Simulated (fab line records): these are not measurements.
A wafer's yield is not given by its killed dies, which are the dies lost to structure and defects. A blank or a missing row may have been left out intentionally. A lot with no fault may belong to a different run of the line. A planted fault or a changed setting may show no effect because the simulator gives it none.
fab line records :: flow n5Finfet
record:
  lots: 7
  wafers: 39
route steps=1938 shown TV_OPEN@1890 PASSIVATION@1923
startH: the number of hours between the record's first day and the start of the first shown wafer of the lot :: waitH: how many hours have passed since the lot's step before this one :: " the same as in the row above :: L1.1+2: a row that stands for several wafers :: - either no value or no given start :: * or withheld: withheld :: < > ~ a bound
route shown NAME@n: NAME is a module with steps in the file, n the number in the route of the first one :: usual: the fault-free wafers' mean and standard deviation :: same: alike in all rows :: chamber/n: place in a boat :: sites: per-site readings :: _std_site: their standard deviation :: _edge_site: the outer-site mean with the inner-site mean subtracted :: radiusMm: for every site, how far away it sits from the centre of the wafer :: mask NAME#n: copy n :: behind: the most recent tool/chamber to have shaped the wafer :: hold: why the lot was held/for how many hours/how that ended :: device: the n, p or np transistor that did not switch :: end of line: at the end of the route, the tests of the same wafers :: for a step that has no rows: nothing shown but its recipe :: killed: dies that structure and defects cost at the first sort, which is not the same as the wafer's yield :: map: a wafer's dies, x killed, . not, _ none there
set.NAME: the setting that was run; set.NAME@STEP: the one run at that earlier step :: model.NAME: the simulator's own value behind a step, which no gauge read
lots where settings were altered on purpose, with a table for each step and a row for each wafer
== steps ==
step: N5_PASSIVATION_ETCH_15
recipe:
  chemistry: CF4/N2
  target: SiCN
  targetDepthA: 750
  taperDeg: 2
  timeS: 81.2
  ionEnergyEv: 150
  maskMaterial: SiNx
  pressureMtorr: 40
  sourceW: 430
  biasW: 70
  Ar_flow_sccm: 100
  cf4FlowSccm: 60
  n2FlowSccm: 60
lot.wafer: L078.1
tool: rieDiel-01
chamber: 0
startH: -
waitH: -
set.targetDepthA: 988.5
model.etch.depthNm: 86.03

lot.wafer: L078.2
tool: rieDiel-01
chamber: 3
startH: -
waitH: -
set.targetDepthA: 750
model.etch.depthNm: 65.14

lot.wafer: L078.3
tool: rieDiel-01
chamber: 1
startH: -
waitH: -
set.targetDepthA: 750
model.etch.depthNm: 65.69

lot.wafer: L078.4
tool: rieDiel-01
chamber: 1
startH: -
waitH: -
set.targetDepthA: 988.5
model.etch.depthNm: 86.6

lot.wafer: L078.5
tool: rieDiel-01
chamber: 3
startH: -
waitH: -
set.targetDepthA: 988.5
model.etch.depthNm: 86.1

lot.wafer: L078.6
tool: rieDiel-01
chamber: 0
startH: -
waitH: -
set.targetDepthA: 750
model.etch.depthNm: 65.43

lot.wafer: L079.1
tool: rieDiel-02
chamber: 3
startH: -
waitH: -
set.targetDepthA: 891.1
model.etch.depthNm: 76.9

lot.wafer: L079.2
tool: rieDiel-02
chamber: 0
startH: -
waitH: -
set.targetDepthA: 891.1
model.etch.depthNm: 77.7

lot.wafer: L079.3
tool: rieDiel-02
chamber: 1
startH: -
waitH: -
set.targetDepthA: 750
model.etch.depthNm: 65.88

lot.wafer: L079.4
tool: rieDiel-02
chamber: 2
startH: -
waitH: -
set.targetDepthA: 750
model.etch.depthNm: 67.94

lot.wafer: L079.5
tool: rieDiel-02
chamber: 3
startH: -
waitH: -
set.targetDepthA: 750
model.etch.depthNm: 64.62

lot.wafer: L079.6
tool: rieDiel-02
chamber: 2
startH: -
waitH: -
set.targetDepthA: 891.1
model.etch.depthNm: 80.2

lot.wafer: L082.1
tool: rieDiel-02
chamber: 2
startH: -
waitH: -
set.targetDepthA: 458.8
model.etch.depthNm: 40.99

lot.wafer: L082.2
tool: rieDiel-02
chamber: 1
startH: -
waitH: -
set.targetDepthA: 750
model.etch.depthNm: 65.88

lot.wafer: L082.3
tool: rieDiel-02
chamber: 0
startH: -
waitH: -
set.targetDepthA: 750
model.etch.depthNm: 65.02

lot.wafer: L082.4
tool: rieDiel-02
chamber: 3
startH: -
waitH: -
set.targetDepthA: 458.8
model.etch.depthNm: 39.12

lot.wafer: L082.5
tool: rieDiel-02
chamber: 0
startH: -
waitH: -
set.targetDepthA: 750
model.etch.depthNm: 64.73

lot.wafer: L082.6
tool: rieDiel-02
chamber: 3
startH: -
waitH: -
set.targetDepthA: 458.8
model.etch.depthNm: 39.18

lot.wafer: L083.1
tool: rieDiel-01
chamber: 2
startH: -
waitH: -
set.targetDepthA: 403.5
model.etch.depthNm: 35.01

lot.wafer: L083.2
tool: rieDiel-01
chamber: 1
startH: -
waitH: -
set.targetDepthA: 750
model.etch.depthNm: 65.19

lot.wafer: L083.3
tool: rieDiel-01
chamber: 3
startH: -
waitH: -
set.targetDepthA: 403.5
model.etch.depthNm: 35.12

lot.wafer: L083.4
tool: rieDiel-01
chamber: 0
startH: -
waitH: -
set.targetDepthA: 403.5
model.etch.depthNm: 35.03

lot.wafer: L083.5
tool: rieDiel-01
chamber: 3
startH: -
waitH: -
set.targetDepthA: 750
model.etch.depthNm: 65.29

lot.wafer: L083.6
tool: rieDiel-01
chamber: 0
startH: -
waitH: -
set.targetDepthA: 750
model.etch.depthNm: 64.83

lot.wafer: L086.1
tool: rieDiel-01
chamber: 0
startH: -
waitH: -
set.targetDepthA: 750
model.etch.depthNm: 65.4

lot.wafer: L086.2
tool: rieDiel-01
chamber: 1
startH: -
waitH: -
set.targetDepthA: 750
model.etch.depthNm: 65.56

lot.wafer: L086.3
tool: rieDiel-01
chamber: 3
startH: -
waitH: -
set.targetDepthA: 750
model.etch.depthNm: 65.02

lot.wafer: L086.4
tool: rieDiel-01
chamber: 2
startH: -
waitH: -
set.targetDepthA: 750
model.etch.depthNm: 65.94

lot.wafer: L086.5
tool: rieDiel-01
chamber: 0
startH: -
waitH: -
set.targetDepthA: 750
model.etch.depthNm: 64.94

lot.wafer: L086.6
tool: rieDiel-01
chamber: 1
startH: -
waitH: -
set.targetDepthA: 750
model.etch.depthNm: 65.39

lot.wafer: L090.1
tool: rieDiel-05
chamber: 0
startH: -
waitH: -
set.targetDepthA: 750
model.etch.depthNm: 66.4

lot.wafer: L090.2
tool: rieDiel-05
chamber: 1
startH: -
waitH: -
set.targetDepthA: 531.6
model.etch.depthNm: 46.27

lot.wafer: L090.3
tool: rieDiel-05
chamber: 2
startH: -
waitH: -
set.targetDepthA: 750
model.etch.depthNm: 65.23

lot.wafer: L090.4
tool: rieDiel-05
chamber: 3
startH: -
waitH: -
set.targetDepthA: 531.6
model.etch.depthNm: 46.49

lot.wafer: L090.5
tool: rieDiel-05
chamber: 3
startH: -
waitH: -
set.targetDepthA: 750
model.etch.depthNm: 65.51

lot.wafer: L090.6
tool: rieDiel-05
chamber: 0
startH: -
waitH: -
set.targetDepthA: 531.6
model.etch.depthNm: 47.76

lot.wafer: L094.2
tool: rieDiel-02
chamber: 3
startH: -
waitH: -
set.targetDepthA: 750
model.etch.depthNm: 64.63

lot.wafer: L094.4
tool: rieDiel-02
chamber: 2
startH: -
waitH: -
set.targetDepthA: 750
model.etch.depthNm: 67.57

lot.wafer: L094.5
tool: rieDiel-02
chamber: 1
startH: -
waitH: -
set.targetDepthA: 750
model.etch.depthNm: 66.23
step: N5_PASSIVATION_DEVELOP_43
recipe:
  developTimeS: 60
  rinseLiquid: diw
  dry: airSpin
  devTempC: 21
lot.wafer: L078.1+2+4
tool: lithoTrack-05
chamber: 0
startH: -
waitH: -
set.developTimeS: 60

lot.wafer: L078.3+5+6
tool: lithoTrack-05
chamber: 0
startH: -
waitH: -
set.developTimeS: 46.09

lot.wafer: L079.1+2+3+4+5+6
tool: lithoTrack-02
chamber: 0
startH: -
waitH: -
set.developTimeS: 60

lot.wafer: L082.1+4+5
tool: lithoTrack-02
chamber: 0
startH: -
waitH: -
set.developTimeS: 92.57

lot.wafer: L082.2+3+6
tool: lithoTrack-02
chamber: 0
startH: -
waitH: -
set.developTimeS: 60

lot.wafer: L083.1+2+5
tool: lithoTrack-02
chamber: 0
startH: -
waitH: -
set.developTimeS: 60

lot.wafer: L083.3+4+6
tool: lithoTrack-02
chamber: 0
startH: -
waitH: -
set.developTimeS: 41.41

lot.wafer: L086.1+5+6
tool: lithoTrack-02
chamber: 0
startH: -
waitH: -
set.developTimeS: 60

lot.wafer: L086.2+3+4
tool: lithoTrack-02
chamber: 0
startH: -
waitH: -
set.developTimeS: 33.23

lot.wafer: L090.1+3+6
tool: lithoTrack-03
chamber: 0
startH: -
waitH: -
set.developTimeS: 60

lot.wafer: L090.2+4+5
tool: lithoTrack-03
chamber: 0
startH: -
waitH: -
set.developTimeS: 87.84

lot.wafer: L094.2+4+5
tool: lithoTrack-02
chamber: 0
startH: -
waitH: -
set.developTimeS: 60
step: N5_PASSIVATION_HARDBAKE_45
recipe:
  tempC: 130
  timeS: 120
step: N5_PASSIVATION_CD_MEAS_44
recipe:
  targetCdNm: 40000
  landingEnergyEv: 500
  detector: seInlens
usual:
  cdNm: 40000/3
lot.wafer: L078.1
tool: cdSem-03
chamber: 0
startH: 294.78
waitH: -
set.developTimeS@PASSIVATION_DEVELOP_43: 60
cdNm: 40002

lot.wafer: L078.2
tool: cdSem-03
chamber: 0
startH: 294.78
waitH: -
set.developTimeS@PASSIVATION_DEVELOP_43: 60
cdNm: 40001

lot.wafer: L078.3
tool: cdSem-03
chamber: 0
startH: 294.78
waitH: -
set.developTimeS@PASSIVATION_DEVELOP_43: 46.09
cdNm: 39988

lot.wafer: L078.4
tool: cdSem-03
chamber: 0
startH: 294.78
waitH: -
set.developTimeS@PASSIVATION_DEVELOP_43: 60
cdNm: 39999

lot.wafer: L078.5
tool: cdSem-03
chamber: 0
startH: 294.78
waitH: -
set.developTimeS@PASSIVATION_DEVELOP_43: 46.09
cdNm: 39990

lot.wafer: L078.6
tool: cdSem-03
chamber: 0
startH: 294.78
waitH: -
set.developTimeS@PASSIVATION_DEVELOP_43: 46.09
cdNm: 39991

lot.wafer: L079.1
tool: cdSem-02
chamber: 0
startH: 298.84
waitH: -
set.developTimeS@PASSIVATION_DEVELOP_43: 60
cdNm: 39997

lot.wafer: L079.2
tool: cdSem-02
chamber: 0
startH: 298.84
waitH: -
set.developTimeS@PASSIVATION_DEVELOP_43: 60
cdNm: 39998

lot.wafer: L079.3
tool: cdSem-02
chamber: 0
startH: 298.84
waitH: -
set.developTimeS@PASSIVATION_DEVELOP_43: 60
cdNm: 39999

lot.wafer: L079.4
tool: cdSem-02
chamber: 0
startH: 298.84
waitH: -
set.developTimeS@PASSIVATION_DEVELOP_43: 60
cdNm: 39999

lot.wafer: L079.5
tool: cdSem-02
chamber: 0
startH: 298.84
waitH: -
set.developTimeS@PASSIVATION_DEVELOP_43: 60
cdNm: 39996

lot.wafer: L079.6
tool: cdSem-02
chamber: 0
startH: 298.84
waitH: -
set.developTimeS@PASSIVATION_DEVELOP_43: 60
cdNm: 40004

lot.wafer: L082.1
tool: cdSem-02
chamber: 0
startH: 308.07
waitH: -
set.developTimeS@PASSIVATION_DEVELOP_43: 92.57
cdNm: 40022

lot.wafer: L082.2
tool: cdSem-02
chamber: 0
startH: 308.07
waitH: -
set.developTimeS@PASSIVATION_DEVELOP_43: 60
cdNm: 40003

lot.wafer: L082.3
tool: cdSem-02
chamber: 0
startH: 308.07
waitH: -
set.developTimeS@PASSIVATION_DEVELOP_43: 60
cdNm: 40007

lot.wafer: L082.4
tool: cdSem-02
chamber: 0
startH: 308.07
waitH: -
set.developTimeS@PASSIVATION_DEVELOP_43: 92.57
cdNm: 40018

lot.wafer: L082.5
tool: cdSem-02
chamber: 0
startH: 308.07
waitH: -
set.developTimeS@PASSIVATION_DEVELOP_43: 92.57
cdNm: 40022

lot.wafer: L082.6
tool: cdSem-02
chamber: 0
startH: 308.07
waitH: -
set.developTimeS@PASSIVATION_DEVELOP_43: 60
cdNm: 40006

lot.wafer: L083.1
tool: cdSem-01
chamber: 0
startH: 324.87
waitH: -
set.developTimeS@PASSIVATION_DEVELOP_43: 60
cdNm: 39997

lot.wafer: L083.2
tool: cdSem-01
chamber: 0
startH: 324.87
waitH: -
set.developTimeS@PASSIVATION_DEVELOP_43: 60
cdNm: 40003

lot.wafer: L083.3
tool: cdSem-01
chamber: 0
startH: 324.87
waitH: -
set.developTimeS@PASSIVATION_DEVELOP_43: 41.41
cdNm: 39985

lot.wafer: L083.4
tool: cdSem-01
chamber: 0
startH: 324.87
waitH: -
set.developTimeS@PASSIVATION_DEVELOP_43: 41.41
cdNm: 39983

lot.wafer: L083.5
tool: cdSem-01
chamber: 0
startH: 324.87
waitH: -
set.developTimeS@PASSIVATION_DEVELOP_43: 60
cdNm: 39999

lot.wafer: L083.6
tool: cdSem-01
chamber: 0
startH: 324.87
waitH: -
set.developTimeS@PASSIVATION_DEVELOP_43: 41.41
cdNm: 39983

lot.wafer: L086.1
tool: cdSem-03
chamber: 0
startH: 353.76
waitH: -
set.developTimeS@PASSIVATION_DEVELOP_43: 60
cdNm: 39994

lot.wafer: L086.2
tool: cdSem-03
chamber: 0
startH: 353.76
waitH: -
set.developTimeS@PASSIVATION_DEVELOP_43: 33.23
cdNm: 39971

lot.wafer: L086.3
tool: cdSem-03
chamber: 0
startH: 353.76
waitH: -
set.developTimeS@PASSIVATION_DEVELOP_43: 33.23
cdNm: 39972

lot.wafer: L086.4
tool: cdSem-03
chamber: 0
startH: 353.76
waitH: -
set.developTimeS@PASSIVATION_DEVELOP_43: 33.23
cdNm: 39967

lot.wafer: L086.5
tool: cdSem-03
chamber: 0
startH: 353.76
waitH: -
set.developTimeS@PASSIVATION_DEVELOP_43: 60
cdNm: 39996

lot.wafer: L086.6
tool: cdSem-03
chamber: 0
startH: 353.76
waitH: -
set.developTimeS@PASSIVATION_DEVELOP_43: 60
cdNm: 40000

lot.wafer: L090.1
tool: cdSem-03
chamber: 0
startH: 367.82
waitH: -
set.developTimeS@PASSIVATION_DEVELOP_43: 60
cdNm: 40000

lot.wafer: L090.2
tool: cdSem-03
chamber: 0
startH: 367.82
waitH: -
set.developTimeS@PASSIVATION_DEVELOP_43: 87.84
cdNm: 40016

lot.wafer: L090.3
tool: cdSem-03
chamber: 0
startH: 367.82
waitH: -
set.developTimeS@PASSIVATION_DEVELOP_43: 60
cdNm: 39999

lot.wafer: L090.4
tool: cdSem-03
chamber: 0
startH: 367.82
waitH: -
set.developTimeS@PASSIVATION_DEVELOP_43: 87.84
cdNm: 40016

lot.wafer: L090.5
tool: cdSem-03
chamber: 0
startH: 367.82
waitH: -
set.developTimeS@PASSIVATION_DEVELOP_43: 87.84
cdNm: 40015

lot.wafer: L090.6
tool: cdSem-03
chamber: 0
startH: 367.82
waitH: -
set.developTimeS@PASSIVATION_DEVELOP_43: 60
cdNm: 39999

lot.wafer: L094.2
tool: cdSem-03
chamber: 0
startH: 397.48
waitH: -
set.developTimeS@PASSIVATION_DEVELOP_43: 60
cdNm: 39999

lot.wafer: L094.4
tool: cdSem-03
chamber: 0
startH: 397.48
waitH: -
set.developTimeS@PASSIVATION_DEVELOP_43: 60
cdNm: 40000

lot.wafer: L094.5
tool: cdSem-03
chamber: 0
startH: 397.48
waitH: -
set.developTimeS@PASSIVATION_DEVELOP_43: 60
cdNm: 39999
== key ==
split:
  step: N5_PASSIVATION_ETCH_15
  setting: targetDepthA
  stated: 750
  by: wafer
response:
  step: N5_PASSIVATION_ETCH_15
  reading: model.etch.depthNm
  change: +0.652
  per: 1%
  r: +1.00
split:
  step: N5_PASSIVATION_DEVELOP_43
  setting: developTimeS
  stated: 60
  by: wafer
response:
  step: N5_PASSIVATION_CD_MEAS_44
  reading: cdNm
  change: +0.413
  per: 1%
  r: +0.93
